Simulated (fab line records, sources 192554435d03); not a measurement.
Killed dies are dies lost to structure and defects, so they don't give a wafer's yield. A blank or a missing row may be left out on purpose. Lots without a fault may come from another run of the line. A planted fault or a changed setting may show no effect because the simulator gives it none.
Chamber matching | flow n5_finfet | N5_BEOL_M0_STRIP_140 on rie_diel-05: 4 sister chambers
The step strips in CF4. 4 wafers are shown with their chamber, then 9 later ones without.

WAFERS WITH THEIR CHAMBER
wafer  | chamber | showerhead_plenum_p_Torr (Torr)
L076.6 | 3       | 1.85
L091.1 | 2       | 1.77
L091.3 | 0       | 1.89
L091.6 | 1       | 1.85

WAFERS WITHOUT THEIR CHAMBER
wafer  | showerhead_plenum_p_Torr (Torr)
L094.1 | 1.77
L094.2 | 1.84
L094.5 | 1.77
L096.1 | 1.84
L096.2 | 1.89
L096.6 | 1.84
L095.1 | 1.77
L095.2 | 1.84
L095.5 | 1.77

WHICH CHAMBER EACH WENT THROUGH
wafer  | from the rows above     | in truth
L094.1 | 2                       | 2
L094.2 | can't be placed: 1 or 3 | 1
L094.5 | 2                       | 2
L096.1 | can't be placed: 1 or 3 | 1
L096.2 | 0                       | 0
L096.6 | can't be placed: 1 or 3 | 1
L095.1 | 2                       | 2
L095.2 | can't be placed: 1 or 3 | 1
L095.5 | 2                       | 2
Placed correctly: 5 of 9. Can't be placed from these rows: 4 (the true chamber is among the candidates in 4). Placed wrongly: 0.
How it was worked out, from the rows above alone: a wafer's distance from a chamber is the root of the sum, over the readings, of the square of ((its reading less the chamber's mean) divided by the reading's scatter). The wafer belongs to the nearest chamber; if the next one is less than 2 further off, it can't be placed. A chamber's mean is the mean of its shown wafers. The scatter: with one shown wafer a chamber, the root of the mean of the squares of how far each hidden wafer lies from its nearest shown one.
